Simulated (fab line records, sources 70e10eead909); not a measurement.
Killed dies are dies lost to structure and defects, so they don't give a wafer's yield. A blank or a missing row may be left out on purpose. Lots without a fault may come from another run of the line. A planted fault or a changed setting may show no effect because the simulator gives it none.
Chamber matching | flow nand_harc | NHARC_A_STAIRCASE_DESCUM_186 on rie_diel-10: 3 sister chambers
The step chemistry O2, time 3 s. 14 wafers are shown with their chamber, then 6 later ones without.

WAFERS WITH THEIR CHAMBER
wafer  | chamber | oes_product_au (a.u.) | showerhead_plenum_p_Torr (Torr) | rf_vpp_V (V)
L077.2 | 0       | 0.999                 | 1.89                            | 57.1
L077.4 | 2       | 1.027                 | 1.78                            | 57.4
L077.6 | 2       | 1.020                 | 1.78                            | 57.3
L079.2 | 1       | 0.994                 | 1.86                            | 57.2
L079.5 | 1       | 0.984                 | 1.86                            | 58.1
L079.6 | 0       | 0.990                 | 1.89                            | 58.1
L080.3 | 0       | 0.998                 | 1.89                            | 57.8
L080.4 | 1       | 0.984                 | 1.86                            | 56.6
L080.6 | 0       | 0.994                 | 1.89                            | 59.8
L083.2 | 1       | 0.997                 | 1.86                            | 57.3
L083.3 | 0       | 1.033                 | 1.89                            | 57.8
L083.4 | 2       | 1.005                 | 2.08                            | 57.7
L087.3 | 2       | 1.019                 | 2.07                            | 59.3
L087.4 | 0       | 1.020                 | 1.88                            | 57.7

SIGNATURES (means of the wafers above)
reading                  | chamber 0 | chamber 1 | chamber 2 | scatter within a chamber
oes_product_au           | 1.00567   | 0.98975   | 1.01775   | 0.0129
showerhead_plenum_p_Torr | 1.8883    | 1.8600    | 1.9275    | 0.089
rf_vpp_V                 | 58.050    | 57.300    | 57.925    | 0.851
Rule: a wafer's distance from a chamber is the root of the sum, over the readings, of the square of ((its reading less the chamber's mean) divided by the reading's scatter). The wafer belongs to the nearest chamber; if the next one is less than 2 further off, it can't be placed. The scatter: the root of (the sum of the squares of (reading less its chamber's mean) over the shown wafers, divided by (wafers less chambers)).

WAFERS WITHOUT THEIR CHAMBER
wafer  | oes_product_au (a.u.) | showerhead_plenum_p_Torr (Torr) | rf_vpp_V (V)
L087.6 | 0.993                 | 1.85                            | 57.6
L092.3 | 1.013                 | 2.06                            | 59.5
L092.4 | 1.005                 | 1.85                            | 56.6
L092.5 | 1.009                 | 1.85                            | 56.3
L094.1 | 1.004                 | 1.85                            | 57.3
L094.3 | 1.017                 | 2.06                            | 58.0

WHICH CHAMBER EACH WENT THROUGH
wafer  | from the rows above          | in truth
L087.6 | can't be placed: 1 or 0 or 2 | 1
L092.3 | can't be placed: 2 or 0 or 1 | 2
L092.4 | can't be placed: 1 or 0 or 2 | 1
L092.5 | can't be placed: 1 or 0 or 2 | 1
L094.1 | can't be placed: 0 or 1 or 2 | 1
L094.3 | can't be placed: 2 or 0 or 1 | 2
Placed correctly: 0 of 6. Can't be placed from these rows: 6 (the true chamber is among the candidates in 6). Placed wrongly: 0.
